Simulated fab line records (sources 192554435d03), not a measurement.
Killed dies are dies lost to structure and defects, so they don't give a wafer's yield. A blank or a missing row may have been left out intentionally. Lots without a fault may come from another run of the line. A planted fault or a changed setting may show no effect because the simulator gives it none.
fab line records	flow n5Finfet
record lots=6	wafers=18	lastDay=17
route steps=1938 shown BEOL_M2@847 BEOL_M4@1111 PASSIVATION@1936
lots untouched by any fault: they come from a run of this same line in which no faults occurred
startH: hours from the record's opening day to when the first of the lot's shown wafers began	waitH: hours from the lot's prior step to this one	" as in the row above	L1.1+2: several wafers, shown together as one row	- either no value or no given start	* or withheld: withheld	< > ~ a bound
route shown NAME@n: names a module that has steps shown in the file, with the first one's number in the route	usual: mean/standard deviation of fault-free wafers	same: alike in all rows	chamber/n: place in a boat	sites: per-site readings	_std_site: their standard deviation	_edge_site: inner sites' mean taken away from outer sites' mean	radiusMm: how far each site lies from the wafer's centre	mask NAME#n: copy n	behind: the last tool/chamber to shape the wafer	hold: cause of the lot's hold/its duration in hours/its outcome	device: the transistor (n, p or np) that didn't switch	end of line: at the end of the route, the tests of the same wafers	a step given without rows: its recipe and nothing more	killed: at the first sort, the dies lost to defects and structure; wafer yield is something else	map: the dies of a wafer, with x for killed, . for not killed, _ for no die there
set.NAME: the run value of the setting; set.NAME@STEP: its run value at that earlier step	model.NAME: the simulator's own value behind a step, which no gauge read
lots at some steps of the route; a table a step, a row a wafer
services: a tool's chamber out of use, with start hour (startH, from the record's first day; less than 0 if before it), hours out, and reason
## steps
# step N5_BEOL_M2_COAT_73
# recipe resist=underlayer	tempC=205	timeS=60	spinRpm=1500	resistThkNm=5
# step N5_BEOL_M2_COAT_05
# recipe resist=CAR-EUV	spinRpm=1500	resistThkNm=30
# step N5_BEOL_M2_EBR_07
# recipe solvent=PGMEA	ebrWidthMm=1.5
# step N5_BEOL_M2_SOFTBAKE_06
# recipe tempC=110	timeS=60	resist=CAR-EUV
# step N5_BEOL_M2_EXPOSE_08
# recipe maskId=M2	na=0.33	sourceShape=dipole	sigmaInner=0.369	sigmaOuter=0.767	polarization=unpolarized	doseMj=41.25
# step N5_BEOL_M2_PEB_09
# recipe pebTempC=100	pebTimeS=60	resist=CAR-EUV
# step N5_BEOL_M2_DEVELOP_10
# recipe developTimeS=30	developer=TMAH	resist=CAR-EUV	rinseLiquid=surfactantRinse	dry=airSpin	devTempC=23
# step N5_BEOL_M2_CD_MEAS_11
# recipe targetCdNm=16.79	landingEnergyEv=500	detector=seInlens	polarity=opening
# usual cdNm=16.85/0.24
lot.wafer	tool	chamber	startH	waitH	cdNm
L460.1	cdSem-01	0	176.14	-	17.24
L460.2	"	0	"	"	17.24
L460.5	"	0	"	"	17.04
L465.1	cdSem-01	0	216.45	-	16.37
L465.2	"	0	"	"	16.62
L465.3	"	0	"	"	16.94
L466.1	cdSem-03	0	225.39	-	16.56
L466.2	"	0	"	"	16.52
L466.4	"	0	"	"	16.89
L470.1	cdSem-01	0	238.73	-	16.96
L470.2	"	0	"	"	16.62
L470.3	"	0	"	"	16.76
L473.2	cdSem-01	0	266.13	-	16.59
L473.5	"	0	"	"	17.28
L473.6	"	0	"	"	16.82
L474.2	cdSem-03	0	271.96	-	16.93
L474.4	"	0	"	"	17.08
L474.6	"	0	"	"	16.62
# step N5_BEOL_M2_OVL_MEAS_12
# recipe pointsPerWafer=522
# usual M2_OVL=-0.5/0.68
lot.wafer	tool	chamber	startH	waitH	M2_OVL[nm]
L460.1	overlay-01	0	176.17	0.0	-2.0
L460.2	"	0	"	"	-0.3
L460.5	"	0	"	"	-0.9
L465.1	overlay-01	0	216.48	0.0	1.4
L465.2	"	0	"	"	0.4
L465.3	"	0	"	"	-0.6
L466.1	overlay-02	0	225.42	0.0	0.3
L466.2	"	0	"	"	0.1
L466.4	"	0	"	"	-0.9
L470.1	overlay-02	0	238.76	0.0	-0.6
L470.2	"	0	"	"	-1.5
L470.3	"	0	"	"	-1.3
L473.2	overlay-01	0	266.17	0.0	0.1
L473.5	"	0	"	"	-0.4
L473.6	"	0	"	"	0.6
L474.2	overlay-01	0	272.00	0.0	-0.9
L474.4	"	0	"	"	-1.8
L474.6	"	0	"	"	-1.0
# step N5_BEOL_M2_INSPECT_13
# recipe mode=adi	inspectInstrument=brightfield
# usual rawDefectCount=394/93
lot.wafer	tool	chamber	startH	waitH	rawDefectCount
L460.1	defectInspect-01	-	176.23	0.1	455
L460.2	"	-	"	"	279
L460.5	"	-	"	"	331
L465.1	defectInspect-02	-	216.54	0.1	334
L465.2	"	-	"	"	505
L465.3	"	-	"	"	397
L466.1	defectInspect-02	-	225.48	0.1	678
L466.2	"	-	"	"	620
L466.4	"	-	"	"	452
L470.1	defectInspect-01	-	238.82	0.1	392
L470.2	"	-	"	"	427
L470.3	"	-	"	"	344
L473.2	defectInspect-02	-	266.22	0.0	411
L473.5	"	-	"	"	295
L473.6	"	-	"	"	379
L474.2	defectInspect-02	-	272.05	0.0	294
L474.4	"	-	"	"	289
L474.6	"	-	"	"	379
# step N5_BEOL_M2_DESCUM_16
# recipe chemistry=O2	timeS=7	sourcePowerW=50	biasPowerW=20	pressureMtorr=20	rfFrequencyHz=2.712e+07	tempC=40	resist=CAR-EUV	o2FlowSccm=225
# usual drypumpMotorCurrentA=5.7/0.53	oesProductAu=0.78/0.081	rfVppV=242.8/1.5	showerheadPlenumPTorr=2.07/0.075	throttleValvePct=20.54/0.19
lot.wafer	tool	chamber	startH	waitH	drypumpMotorCurrentA	oesProductAu	rfHoursCounterH	rfVppV	showerheadPlenumPTorr	throttleValvePct
L460.1	rieDiel-04	2	176.26	0.0	4.9	0.71	202	243.8	2.17	20.54
L460.2	"	1	"	"	5.8	0.86	43	243.8	2.12	20.61
L460.5	"	3	"	"	4.9	0.73	-	241.6	2.01	20.71
L465.1	rieDiel-05	0	216.58	0.0	5.7	0.73	195	243.3	2.08	20.83
L465.2	"	2	"	"	6.5	0.78	140	243.7	2.10	20.35
L465.3	"	1	"	"	6.1	0.73	212	240.7	1.97	20.62
L466.1	rieDiel-04	3	225.76	0.3	4.9	0.71	175	241.4	2.00	20.72
L466.2	"	0	"	"	6.0	0.73	149	245.1	2.18	20.52
L466.4	"	2	"	"	4.9	0.69	221	244.5	2.16	20.55
L470.1	rieDiel-04	3	238.85	0.0	4.9	0.72	180	243.2	2.00	20.76
L470.2	"	0	"	"	6.0	0.73	154	244.8	2.18	20.52
L470.3	"	2	"	"	4.8	0.69	226	244.4	2.16	20.56
L473.2	rieDiel-06	0	266.26	0.0	6.5	0.94	16	242.2	2.05	20.19
L473.5	"	1	"	"	5.6	0.71	-	240.8	1.91	20.80
L473.6	"	0	"	"	6.5	0.95	-	242.0	2.05	20.20
L474.2	rieDiel-06	2	272.28	0.2	5.6	0.86	51	244.1	2.13	20.27
L474.4	"	1	"	"	5.6	0.70	216	239.7	1.91	20.82
L474.6	"	1	"	"	5.6	0.71	-	240.7	1.91	20.80
# step N5_BEOL_M2_ETCH_74
# recipe chemistry=N2/H2	target=underlayer	targetDepthA=65	maskMaterial=CAR-EUV	timeS=5.2	ionEnergyEv=200	pressureMtorr=30	sourceW=840	biasW=150	n2FlowSccm=200	h2FlowSccm=200	ends=cleared
# usual biasW=150.0/0.42	drypumpMotorCurrentA=5.7/0.53	etchRfOnTimeS=5.13/0.14	oesProductAu=0.67/0.07	rfVppV=523.1/2.9	showerheadPlenumPTorr=2.51/0.093	throttleValvePct=17.93/0.23
lot.wafer	tool	chamber	startH	waitH	biasW	drypumpMotorCurrentA	etchRfOnTimeS	oesProductAu	rfHoursCounterH	rfVppV	showerheadPlenumPTorr	throttleValvePct
L460.1	rieDiel-04	2	176.30	0.0	150.1	4.9	5.41	0.60	202	527.9	2.63	17.91
L460.2	"	1	"	"	149.6	5.8	5.12	0.74	43	526.0	2.58	18.06
L460.5	"	3	"	"	149.2	4.9	5.03	0.64	-	520.7	2.44	18.13
L465.1	rieDiel-05	0	216.61	0.0	149.9	5.7	5.33	0.62	195	524.8	2.53	18.29
L465.2	"	2	"	"	149.6	6.5	5.15	0.66	140	524.2	2.55	17.81
L465.3	"	1	"	"	150.2	6.1	5.05	0.62	212	519.0	2.41	18.13
L466.1	rieDiel-04	3	225.79	0.0	150.2	4.9	5.04	0.61	175	521.3	2.43	18.15
L466.2	"	0	"	"	149.8	6.0	5.22	0.63	149	525.7	2.66	18.17
L466.4	"	2	"	"	149.2	4.9	5.46	0.59	221	526.5	2.62	17.92
L470.1	rieDiel-04	3	238.89	0.0	150.1	4.9	5.05	0.62	180	521.5	2.43	18.17
L470.2	"	0	"	"	150.7	6.1	5.15	0.63	154	525.7	2.66	18.17
L470.3	"	2	"	"	150.5	4.9	5.42	0.58	226	525.5	2.62	17.92
L473.2	rieDiel-06	0	266.29	0.0	150.3	6.5	5.23	0.81	16	519.7	2.50	17.83
L473.5	"	1	"	"	150.3	5.6	5.16	0.60	-	517.6	2.30	17.98
L473.6	"	0	"	"	149.6	6.5	5.20	0.80	-	523.5	2.51	17.82
L474.2	rieDiel-06	2	272.32	0.0	149.8	5.6	5.04	0.75	51	525.7	2.56	17.47
L474.4	"	1	"	"	150.4	5.6	5.20	0.59	216	518.0	2.30	17.99
L474.6	"	1	"	"	150.6	5.6	5.11	0.59	-	518.0	2.30	17.99
# step N5_BEOL_M2_ETCH_63
# recipe chemistry=CF4	target=SiARC	targetDepthA=156	maskMaterial=CAR-EUV	timeS=26	ionEnergyEv=80	pressureMtorr=40	sourceW=545	biasW=36	Ar_flow_sccm=100	cf4FlowSccm=100	ends=cleared
# usual biasW=36.01/0.1	drypumpMotorCurrentA=5.7/0.53	etchRfOnTimeS=25.6/0.73	oesProductAu=0.67/0.071	rfVppV=183.8/1.2	showerheadPlenumPTorr=2.11/0.073	throttleValvePct=15.68/0.21
lot.wafer	tool	chamber	startH	waitH	biasW	drypumpMotorCurrentA	etchRfOnTimeS	oesProductAu	rfHoursCounterH	rfVppV	showerheadPlenumPTorr	throttleValvePct
L460.1	rieDiel-04	2	176.31	0.0	36.05	4.9	27.3	0.60	202	184.5	2.21	15.72
L460.2	"	1	"	"	35.90	5.8	25.7	0.75	43	185.3	2.18	15.76
L460.5	"	3	"	"	36.03	4.9	25.6	0.62	-	183.0	2.05	15.84
L465.1	rieDiel-05	0	216.63	0.0	36.16	5.7	26.4	0.62	195	183.5	2.11	15.91
L465.2	"	2	"	"	35.93	6.5	25.4	0.67	140	184.9	2.13	15.52
L465.3	"	1	"	"	35.95	6.1	24.4	0.63	212	183.9	2.02	15.96
L466.1	rieDiel-04	3	225.81	0.0	36.06	4.9	16.4	0.81	175	183.3	2.05	15.86
L466.2	"	0	"	"	35.98	6.0	25.7	0.64	149	185.9	2.23	15.78
L466.4	"	2	"	"	35.83	4.9	27.4	0.58	221	185.2	2.20	15.74
L470.1	rieDiel-04	3	238.91	0.0	35.92	4.9	16.4	0.80	180	182.6	2.05	15.88
L470.2	"	0	"	"	35.93	6.0	25.4	0.64	154	185.2	2.23	15.78
L470.3	"	2	"	"	35.91	4.9	27.6	0.58	226	184.8	2.20	15.78
L473.2	rieDiel-06	0	266.31	0.0	36.24	6.5	26.2	0.80	16	183.9	2.10	15.30
L473.5	"	1	"	"	36.15	5.6	25.7	0.61	-	182.5	1.96	15.88
L473.6	"	0	"	"	35.98	6.5	26.2	0.80	-	184.5	2.10	15.29
L474.2	rieDiel-06	2	272.33	0.0	35.93	5.6	25.0	0.74	51	186.3	2.17	15.39
L474.4	"	1	"	"	36.04	5.6	25.8	0.60	216	181.4	1.96	15.90
L474.6	"	1	"	"	35.99	5.6	25.8	0.60	-	181.1	1.96	15.89
# step N5_BEOL_M2_ETCH_64
# recipe chemistry=N2/H2	target=SOC	targetDepthA=750	overetchA=225	maskMaterial=SiARC	tempC=40	timeS=121.9	ionEnergyEv=200	pressureMtorr=30	sourceW=840	biasW=150	n2FlowSccm=200	h2FlowSccm=200
# usual biasW=150.0/0.44	drypumpMotorCurrentA=5.7/0.53	oesProductAu=0.59/0.059	rfVppV=523.1/2.7	showerheadPlenumPTorr=2.51/0.093	throttleValvePct=17.88/0.23
lot.wafer	tool	chamber	startH	waitH	biasW	drypumpMotorCurrentA	oesProductAu	rfHoursCounterH	rfVppV	showerheadPlenumPTorr	throttleValvePct
L460.1	rieDiel-04	2	176.34	0.0	149.5	4.9	0.54	202	524.8	2.63	17.85
L460.2	"	1	"	"	150.0	5.8	0.67	43	524.0	2.58	18.00
L460.5	"	3	"	"	149.7	4.9	0.55	-	521.6	2.44	18.10
L465.1	rieDiel-05	0	216.66	0.0	150.6	5.7	0.56	195	523.5	2.53	18.27
L465.2	"	2	"	"	150.6	6.5	0.59	141	523.5	2.55	17.77
L465.3	"	1	"	"	149.6	6.1	0.54	212	519.9	2.41	18.09
L466.1	rieDiel-04	3	225.84	0.0	148.9	4.9	0.54	175	520.0	2.43	18.10
L466.2	"	0	"	"	149.8	6.0	0.57	149	525.7	2.66	18.13
L466.4	"	2	"	"	150.2	4.9	0.53	221	526.8	2.62	17.88
L470.1	rieDiel-04	3	238.93	0.0	150.4	4.9	0.53	180	519.9	2.43	18.12
L470.2	"	0	"	"	150.5	6.0	0.56	154	528.3	2.66	18.13
L470.3	"	2	"	"	150.5	4.9	0.54	226	526.1	2.62	17.90
L473.2	rieDiel-06	0	266.34	0.0	149.4	6.5	0.72	16	523.5	2.51	17.79
L473.5	"	1	"	"	148.9	5.6	0.54	-	517.5	2.30	17.95
L473.6	"	0	"	"	149.7	6.5	0.72	-	521.4	2.50	17.77
L474.2	rieDiel-06	2	272.36	0.0	150.2	5.6	0.65	51	525.7	2.56	17.46
L474.4	"	1	"	"	150.5	5.6	0.53	216	517.3	2.30	17.93
L474.6	"	1	"	"	150.1	5.6	0.54	-	516.4	2.30	17.94
# step N5_BEOL_M4_RC_MEAS_101
# usual DIBL_N=35.9/1.9	DIBL_P=35.8/2.4	IOFF_N=0.15/0.031	IOFF_P=0.21/0.037	ION_N=672/13	ION_P=462/8.3	SS_N=71.5/0.72	SS_P=73.2/0.67	VT_N=250/3.4	VT_P=-250/3.4
lot.wafer	tool	chamber	startH	waitH	DIBL_N[mV/V]	DIBL_P[mV/V]	IOFF_N[nA/um]	IOFF_P[nA/um]	ION_N[uA/um]	ION_P[uA/um]	SS_N[mV/dec]	SS_P[mV/dec]	VT_N[mV]	VT_P[mV]
L460.1	prober-02	0	205.25	0.0	35.2	35.0	0.14	0.16	668	451	72.1	72.8	253	-255
L460.2	"	0	"	"	35.7	36.2	0.15	0.18	663	458	72.5	74.0	250	-255
L460.5	"	0	"	"	36.9	37.3	0.16	0.19	686	464	71.8	73.7	248	-255
L465.1	prober-01	0	244.71	0.0	34.5	33.8	0.13	0.18	654	449	71.2	72.0	254	-251
L465.2	"	0	"	"	32.3	32.7	0.11	0.17	660	460	70.3	72.0	251	-250
L465.3	"	0	"	"	33.7	35.3	0.13	0.20	675	468	71.3	72.5	248	-248
L466.1	prober-01	0	261.27	0.0	34.7	34.6	0.13	0.17	683	461	71.6	72.8	251	-254
L466.2	"	0	"	"	35.5	34.5	0.13	0.17	672	453	71.2	72.5	253	-254
L466.4	"	0	"	"	35.3	35.2	0.12	0.18	668	458	71.0	73.2	254	-255
L470.1	prober-01	0	286.81	0.0	36.6	36.6	0.16	0.20	692	476	71.8	73.1	249	-251
L470.2	"	0	"	"	39.5	39.0	0.20	0.24	691	469	72.5	74.2	249	-248
L470.3	"	0	"	"	37.1	36.9	0.15	0.21	673	461	71.7	73.8	251	-250
L474.2	prober-01	0	310.18	0.2	36.0	36.0	0.15	0.20	682	470	71.4	74.1	248	-252
L474.4	"	0	"	"	35.6	35.8	0.14	0.19	671	460	71.7	73.4	251	-253
L474.6	"	0	"	"	37.9	39.3	0.19	0.25	694	471	72.8	74.7	248	-248
L473.2	prober-02	0	310.43	0.2	36.9	39.3	0.16	0.22	676	461	71.9	73.3	252	-251
L473.5	"	0	"	"	37.1	39.7	0.17	0.23	689	464	71.8	73.2	246	-249
L473.6	"	0	"	"	35.9	38.9	0.14	0.22	675	464	72.0	73.0	252	-250
# step N5_PASSIVATION_PROBE_49
# usual defectLimitedYield=91.6/1.2	killed_at_M0_to_M3=33/9.4	killed_at_M4_up=13/5.2	killedAtContacts=13/5.6	killedAtFrontEnd=37/9.5	killedAtOther=4/3.1	killedDies=99/15	killedOpen=65/11	killedShort=32/7.5	sort_bin_5_function=4.9/0.77	sort_bin_6_memory=3.1/0.65	sort_bin_8_speed=0.01/0.056	sortNPass=1081/15	sortYieldPct=91.6/1.2
# same grossDies=1180	killedAtBackSide=0	sort_bin_4_leakage[%]=0
lot.wafer	tool	chamber	startH	waitH	defectLimitedYield[%]	killed_at_M0_to_M3	killed_at_M4_up	killedAtContacts	killedAtFrontEnd	killedAtOther	killedDies	killedOpen	killedShort	sort_bin_5_function[%]	sort_bin_6_memory[%]	sort_bin_8_speed[%]	sortNPass	sortYieldPct[%]
L460.1	prober-01	-	321.80	0.0	90.7	40	20	18	32	0	110	89	21	6.0	3.1	0	1070	90.7
L460.2	prober-01	-	321.85	0.1	92.7	28	19	7	31	1	86	52	33	4.3	2.5	0	1094	92.7
L460.5	prober-01	-	322.00	0.2	89.7	51	28	10	30	2	121	82	37	5.4	4.4	0	1059	89.7
# killed by level:class
L460.1 MOL_CONTACT_COAG:geometricParticle:open=16 BEOL_M4:geometricParticle:open=12 BEOL_M3:geometricParticle:open=10 FIN_SAQP:geometricParticle:open=9 STI_FIN_REVEAL:geometricParticle:open=8 BEOL_M1:geometricParticle:open=7 BEOL_M0_SAQP:geometricParticle:short=6 BEOL_M0:geometricParticle:open=6
L460.2 FIN_SAQP:geometricParticle:short=8 BEOL_M3:geometricParticle:open=8 BEOL_M4:geometricParticle:open=7 FIN_SAQP:geometricParticle:open=6 BEOL_M1:geometricParticle:open=5 ILD0:geometricParticle:short=4 ILD0:geometricParticle:open=4 MOL_CONTACT_COAG:geometricParticle:open=4
L460.5 BEOL_M4:geometricParticle:open=14 BEOL_M3:geometricParticle:open=10 MOL_CONTACT_COAG:geometricParticle:open=9 BEOL_M2:geometricParticle:open=9 BEOL_M0_SAQP:geometricParticle:short=8 BEOL_M0_SAQP:geometricParticle:open=8 FIN_SAQP:geometricParticle:short=6 FIN_SAQP:geometricParticle:open=6
## services
tool	chamber	startH	hours	kind
rieDiel-04	0	167.03	32.6	repair
rieDiel-04	3	191.39	5.6	repair
rieDiel-06	0	204.57	-	clean
rieDiel-06	0	204.57	-	consumableReplace:focusRing
rieDiel-06	0	204.57	14.5	scheduledDown
rieDiel-06	0	204.57	14.5	ventCycle
rieDiel-05	-	219.24	0.6	repair
rieDiel-06	-	226.50	4.3	pm
rieDiel-06	2	244.62	10.0	repair
rieDiel-05	1	249.20	16.5	repair
## key
firstSign step=N5_BEOL_M2_ETCH_63	reading=etchRfOnTimeS	direction=down	sigmas=13	usual=*	struck=*
effect none on later readings
metAt N5_BEOL_M2_ETCH_63
struckWafers L466.1,L470.1
onsetBetween 176.31 225.81
fault kind=processParameterDrift	tool=rieDiel-04	chamber=3	onsetH=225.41	steps=N5_BEOL_M2_ETCH_63	channel=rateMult	offset=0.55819	shape=step	endH=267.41
